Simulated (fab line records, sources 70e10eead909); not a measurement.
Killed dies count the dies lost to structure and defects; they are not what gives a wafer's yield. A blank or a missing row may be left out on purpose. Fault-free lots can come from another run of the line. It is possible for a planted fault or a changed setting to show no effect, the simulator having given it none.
A struck lot beside a sound one || flow nand harc || 15 out of 1302 route steps
Sound: wafers L761.3, L761.4, L761.5. Struck: wafer L770.5; the same lot's L770.4 was not struck, so it is left out; see the end for the cause.
Per side, at each step with rows, come the tool, then ch with its chambers, and then its first start. Under that, the readings that differ: sound wafers || struck wafers || difference of the means || sigmas: that difference in standard deviations of wafers without a fault.
alike: words and numbers the same on both sides, and readings whose means are apart by under 2 such deviations; not compared: readings that were withheld, readings missing a value for some wafer, numbers with overlapping values and no deviation given by the record, and bounds like >300 which may hide the same value.
The two part at a step that has a row with sigmas, a row that says differs or no value, or rows on one side only. When numbers do not overlap yet have no deviation, they are printed without sigmas and do not part them. A reading that every wafer of one side lacks parts them only if that side has two wafers or more.

NHARC_A_SGD_CUT_THK_MEAS_22: measures by ellipsometry.
  sound on film metro-01 at day 21 01:19; struck on film metro-02 at day 24 00:43
  alike: thk nm
then, 2 steps without rows for these wafers: NHARC_A_SGD_CUT_SRD_23; NHARC_A_SGD_CUT_ETCH_26 (etches SiO2 in dHF, target depth 45.8 nm).
NHARC_A_SGD_CUT_ETCHBACK_24: etches the open film in CH3F/O2, target depth 50 nm, time 92.857 s.
  sound on rie diel-10 ch 1,2, day 21 01:33; struck on rie diel-01 ch 3, day 24 00:58
{"reading": "oes product au (a.u.)", "sound": "0.93 0.92 0.94", "struck": 1.00, "difference": "+0.07", "sigmas": "+2"}
  alike: drypump motor current A, rf vpp V, showerhead plenum p Torr, throttle valve pct
  not compared: rf hours counter h
NHARC_A_SGD_CUT_STRIP_28: strips in O2, time 20 s.
  sound: rie diel-10 ch 0,1,2; struck: rie diel-01 ch 2
{"reading": "showerhead plenum p Torr (Torr)", "sound": "3.50 3.74 3.56", "struck": 3.30, "difference": -0.30, "sigmas": -2}
  alike: drypump motor current A, oes product au, rf vpp V, throttle valve pct
  not compared: rf hours counter h
NHARC_A_SGD_CUT_INSPECT_25:
  sound on defect inspect-02 at day 21 01:47; struck on defect inspect-02 at day 24 01:11
  alike: raw defect count
NHARC_A_SLIT_DEP_25: deposits SiO2, target thk 200 nm.
  sound on pecvd-02 ch 0,2, day 21 01:56; struck on pecvd-02 ch 0, day 24 01:47
  alike: heater power w, throttle valve pct
NHARC_A_SLIT_DEP_00: deposits aC, target thk 6200 nm.
  sound on acl dep-03 ch 0, day 21 03:28; struck on acl dep-03 ch 0, day 24 11:08
  alike: throttle valve pct
NHARC_A_SLIT_DEP_23: deposits SiON, target thk 100 nm.
  sound on pecvd-02 ch 0,2, day 21 06:03; struck on pecvd-04 ch 0, day 24 13:07
  alike: heater power w
then, 3 steps without rows for these wafers: NHARC_A_SLIT_DEHYDRATE_01 (time 120 s); NHARC_A_SLIT_HMDS_02 (time 30 s); NHARC_A_SLIT_COAT_03 (resist thk 90 nm).
NHARC_A_SLIT_SOFTBAKE_04: time 55 s.
  sound on litho track-04 ch 0, day 21 06:00; struck on litho track-04 ch 0, day 24 13:00
{"reading": "heater power total W (W)", "sound": "188.55 188.33 188.46", "struck": 195.86, "difference": "+7.41", "sigmas": "+53"}
then, 2 steps without rows for these wafers: NHARC_A_SLIT_EBR_05; NHARC_END_SORT_01.

WHERE THEY PART
Last at NHARC_A_SLIT_SOFTBAKE_04 as far as this record goes, first at NHARC_A_SGD_CUT_ETCHBACK_24.

WHY: whatever the simulator had introduced
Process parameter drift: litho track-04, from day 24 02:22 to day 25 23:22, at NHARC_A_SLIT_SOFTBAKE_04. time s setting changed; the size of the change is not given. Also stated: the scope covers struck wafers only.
